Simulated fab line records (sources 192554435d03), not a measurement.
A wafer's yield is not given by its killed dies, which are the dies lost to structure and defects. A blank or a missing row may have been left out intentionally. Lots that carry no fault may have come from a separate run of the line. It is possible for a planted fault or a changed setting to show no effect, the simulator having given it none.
Which of the tools did it? | flow n5 finfet | 24 lots with 72 wafers sampled at 2 steps, on a route of 1938 steps

## WHAT THE GAUGES SHOWED, per wafer
N5_BEOL_M2_CD_MEAS_18: pitch 36 nm, target cd 18 nm.
lot  | measured     | on        | cd nm (nm)
L076 | day 6 20:25  | cd sem-01 | 17.1 17.7 17.3
L074 | day 7 01:22  | cd sem-03 | 18.1 18.7 18.1
L075 | day 7 01:29  | cd sem-02 | 18.5 18.2 18.1
L077 | day 7 09:30  | cd sem-03 | 17.2 18.1 17.3
L078 | day 7 15:27  | cd sem-03 | 17.7 18.2 18.4
L079 | day 7 15:59  | cd sem-01 | 18.5 17.9 17.6
L080 | day 8 03:39  | cd sem-01 | 17.6 17.8 17.5
L081 | day 8 09:39  | cd sem-03 | 18.4 17.7 18.4
L082 | day 8 11:28  | cd sem-02 | 18.2 17.9 18.0
L083 | day 8 16:05  | cd sem-03 | 18.0 17.7 18.5
L084 | day 9 00:10  | cd sem-03 | 18.1 17.9 18.1
L085 | day 9 11:44  | cd sem-01 | 17.3 18.5 18.4
L086 | day 9 19:50  | cd sem-01 | 17.9 17.7 18.4
L088 | day 10 03:18 | cd sem-02 | 18.4 17.8 18.0
L087 | day 10 07:31 | cd sem-02 | 18.4 18.8 18.0
L089 | day 10 17:13 | cd sem-03 | 18.7 18.1 19.0
L090 | day 11 00:01 | cd sem-02 | 18.5 17.6 17.9
L091 | day 11 00:23 | cd sem-01 | 18.1 18.1 17.9
L092 | day 11 09:40 | cd sem-01 | 18.5 17.9 17.9
L094 | day 11 10:14 | cd sem-03 | 17.3 18.5 18.4
L093 | day 11 12:30 | cd sem-02 | 17.7 17.9 17.7
L095 | day 11 15:53 | cd sem-02 | 18.0 18.0 18.5
L096 | day 12 01:59 | cd sem-02 | 18.4 18.5 18.4
L097 | day 12 11:02 | cd sem-02 | 17.6 17.7 18.3

N5_BEOL_M2_INSPECT_30: inspects for defects (brightfield).
lot  | measured     | on                | raw defect count
L076 | day 6 20:50  | defect inspect-02 | 308 409 323
L074 | day 7 01:54  | defect inspect-01 | 388 368 372
L075 | day 7 01:58  | defect inspect-01 | 390 409 438
L077 | day 7 09:55  | defect inspect-02 | 485 422 330
L078 | day 7 15:59  | defect inspect-01 | 247 226 263
L079 | day 7 16:24  | defect inspect-02 | 406 349 449
L080 | day 8 04:03  | defect inspect-01 | 292 302 277
L081 | day 8 10:04  | defect inspect-02 | 402 495 403
L082 | day 8 11:53  | defect inspect-01 | 419 450 547
L083 | day 8 16:37  | defect inspect-01 | 493 647 529
L084 | day 9 00:41  | defect inspect-02 | 341 276 351
L085 | day 9 12:08  | defect inspect-01 | 551 584 464
L086 | day 9 20:15  | defect inspect-02 | 407 435 639
L088 | day 10 03:50 | defect inspect-01 | 589 406 415
L087 | day 10 07:55 | defect inspect-01 | 389 498 346
L089 | day 10 17:45 | defect inspect-02 | 457 414 522
L090 | day 11 00:25 | defect inspect-02 | 366 365 352
L091 | day 11 00:47 | defect inspect-02 | 558 720 399
L092 | day 11 10:05 | defect inspect-02 | 350 319 455
L094 | day 11 10:38 | defect inspect-01 | 518 475 530
L093 | day 11 12:55 | defect inspect-02 | 276 555 343
L095 | day 11 16:17 | defect inspect-01 | 683 533 653
L096 | day 12 02:31 | defect inspect-01 | 415 418 442
L097 | day 12 11:27 | defect inspect-01 | 293 434 375

## EACH LOT AND THE TOOL THAT RAN IT (in order: tool; ch and the chambers of the sampled wafers; start)
Before these readings, the record contains no process step.

## AS READ BY THE TOOLS THEMSELVES (means over the sampled wafers that have a number; for cases with no such wafer, the mark the record gives instead)
The record holds no such reading with a usual standard deviation.

## THE ANSWER, worked out from the rows above alone
Rule: the lots themselves supply what counts as usual. Put in order of their means at a reading, lots are off if they are a third of the lots or fewer, leave a main group of 4 or more, and stand apart from it by a gap of 3 or more times the standard deviation of the main group's means; of several such gaps the widest counts. Not used: any main group whose means are identical at the precision the tables above print for the reading. Also off: a lot with no number at a reading for which 4 or more lots have one. Where the step has rows for the other lots, those lots are counted as sound. The gauges are gone through in route order, then the tools' own readings, and for those a lot's mean is taken as printed above. At the first step where some lot is off, the reading lying furthest off is the one used; lots without a number count as furthest.
None of the lots is off at any reading shown; this tells nothing.

## WHAT THE SIMULATOR HAD INSERTED
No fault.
